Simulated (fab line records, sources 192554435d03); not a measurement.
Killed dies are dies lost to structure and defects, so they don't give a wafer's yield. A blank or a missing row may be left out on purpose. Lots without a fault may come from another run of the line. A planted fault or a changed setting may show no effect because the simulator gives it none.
Chamber matching | flow n5_finfet | N5_FIN_SAQP_MANDREL_ETCH_58 on rie_si-05: 4 sister chambers
The step etches a-Si in HBr/Cl2, stops on SiNx, target depth 45 nm, bt time 10 s, time 27 s. 20 wafers are shown with their chamber, then 10 later ones without.

WAFERS WITH THEIR CHAMBER
wafer  | chamber | drypump_motor_current_A (A) | throttle_valve_pct (%) | oes_product_au (a.u.)
L075.3 | 0       | 5.6                         | 35.55                  | 0.707
L075.4 | 3       | 5.7                         | 35.51                  | 0.686
L075.5 | 3       | 5.7                         | 35.48                  | 0.698
L076.2 | 1       | 4.9                         | 35.79                  | 0.683
L076.3 | 2       | 6.3                         | 35.53                  | 0.701
L076.4 | 0       | 5.6                         | 35.51                  | 0.706
L081.2 | 3       | 5.7                         | 35.51                  | 0.691
L081.3 | 2       | 6.3                         | 35.52                  | 0.700
L081.6 | 2       | 6.3                         | 35.52                  | 0.698
L085.1 | 2       | 6.4                         | 35.54                  | 0.718
L085.3 | 1       | 4.9                         | 35.80                  | 0.685
L085.5 | 0       | 5.5                         | 35.55                  | 0.720
L087.1 | 3       | 5.7                         | 35.50                  | 0.708
L087.5 | 3       | 5.7                         | 35.49                  | 0.705
L087.6 | 0       | 5.6                         | 35.54                  | 0.715
L088.1 | 3       | 5.7                         | 35.49                  | 0.704
L088.2 | 2       | 6.3                         | 35.57                  | 0.695
L088.5 | 1       | 4.9                         | 35.78                  | 0.699
L091.2 | 0       | 5.6                         | 35.53                  | 0.718
L091.3 | 3       | 5.7                         | 35.49                  | 0.713

SIGNATURES (means of the wafers above)
reading                 | chamber 0 | chamber 1 | chamber 2 | chamber 3 | scatter within a chamber
drypump_motor_current_A | 5.580     | 4.900     | 6.320     | 5.700     | 0.0316
throttle_valve_pct      | 35.5360   | 35.7900   | 35.5360   | 35.4957   | 0.0154
oes_product_au          | 0.71320   | 0.68900   | 0.70240   | 0.70071   | 0.00863
Rule: a wafer's distance from a chamber is the root of the sum, over the readings, of the square of ((its reading less the chamber's mean) divided by the reading's scatter). The wafer belongs to the nearest chamber; if the next one is less than 2 further off, it can't be placed. The scatter: the root of (the sum of the squares of (reading less its chamber's mean) over the shown wafers, divided by (wafers less chambers)).

WAFERS WITHOUT THEIR CHAMBER
wafer  | drypump_motor_current_A (A) | throttle_valve_pct (%) | oes_product_au (a.u.)
L091.5 | 6.3                         | 35.51                  | 0.714
L092.1 | 6.3                         | 35.55                  | 0.698
L092.4 | 5.5                         | 35.53                  | 0.717
L092.6 | 5.5                         | 35.53                  | 0.713
L093.1 | 5.5                         | 35.52                  | 0.713
L093.2 | 6.3                         | 35.55                  | 0.706
L093.6 | 5.7                         | 35.48                  | 0.706
L094.3 | 6.4                         | 35.56                  | 0.695
L094.4 | 4.9                         | 35.78                  | 0.691
L094.6 | 5.7                         | 35.48                  | 0.709

WHICH CHAMBER EACH WENT THROUGH
wafer  | from the rows above | in truth
L091.5 | 2                   | 2
L092.1 | 2                   | 2
L092.4 | 0                   | 0
L092.6 | 0                   | 0
L093.1 | 0                   | 0
L093.2 | 2                   | 2
L093.6 | 3                   | 3
L094.3 | 2                   | 2
L094.4 | 1                   | 1
L094.6 | 3                   | 3
Placed correctly: 10 of 10. Can't be placed from these rows: 0. Placed wrongly: 0.
